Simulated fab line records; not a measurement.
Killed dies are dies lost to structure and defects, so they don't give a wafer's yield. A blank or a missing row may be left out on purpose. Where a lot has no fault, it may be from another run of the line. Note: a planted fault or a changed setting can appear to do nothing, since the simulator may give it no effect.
Matching of chambers ; flow n5Finfet ; rieSi-05 running N5_FIN_CUT_CUT_ETCH_15: 4 sister chambers
The step etches Si in HBr/Cl2/O2, target depth 100 nm, bt time 10 s, time 42.4 s. 18 wafers are shown with their chamber, then 9 later ones without.

WAFERS PAIRED WITH THEIR CHAMBERS
wafer;chamber;throttleValvePct (%);drypumpMotorCurrentA (A);oesProductAu (a.u.)
L079.1;2;37.1;6.3;1.001
L079.4;1;36.5;5.4;1.020
L079.5;1;36.5;5.4;1.012
L081.3;2;37.1;6.3;1.002
L081.5;0;37.6;5.8;0.987
L081.6;1;36.5;5.4;1.017
L082.2;3;37.4;6.1;1.007
L082.3;2;37.1;6.3;0.999
L082.6;3;37.4;6.1;1.011
L084.4;1;36.5;5.4;1.024
L084.5;0;37.6;5.9;0.977
L084.6;1;36.5;5.3;1.020
L085.3;1;36.5;5.4;1.015
L085.5;1;36.5;5.4;1.020
L085.6;0;37.5;5.9;0.973
L088.2;3;37.4;6.1;1.014
L088.3;1;36.4;5.4;1.029
L088.6;1;36.5;5.4;1.017

SIGNATURES (averages over the wafers above)
reading;chamber 0;chamber 1;chamber 2;chamber 3;scatter within a chamber
throttleValvePct;37.567;36.489;37.100;37.400;0.0333
drypumpMotorCurrentA;5.867;5.389;6.300;6.100;0.0333
oesProductAu;0.97900;1.01933;1.00067;1.01067;0.00488
Rule: a wafer's distance from a chamber is the root of the sum, over the readings, of the square of ((its reading less the chamber's mean) divided by the reading's scatter). If the next closest chamber is less than 2 further off than the closest, the wafer can't be placed; otherwise it belongs to the closest. The scatter is the square root of a quotient: the sum, over the shown wafers, of each reading's squared deviation from its chamber's mean, divided by wafers minus chambers.

WAFERS WITHOUT THEIR CHAMBER
wafer;throttleValvePct (%);drypumpMotorCurrentA (A);oesProductAu (a.u.)
L092.3;37.4;6.1;1.011
L092.4;37.5;5.9;0.983
L092.5;37.5;5.9;0.983
L093.1;37.1;6.3;1.006
L093.4;36.5;5.4;1.020
L093.6;37.4;6.1;1.006
L096.1;37.4;6.1;1.014
L096.3;37.1;6.3;0.995
L096.6;37.4;6.1;1.011

CHAMBER TAKEN BY EACH
wafer;from the rows above;in truth
L092.3;3;3
L092.4;0;0
L092.5;0;0
L093.1;2;2
L093.4;1;1
L093.6;3;3
L096.1;3;3
L096.3;2;2
L096.6;3;3
Correct placement for 9 of the 9. From these rows, 0 cannot be placed. Number placed wrongly: 0.
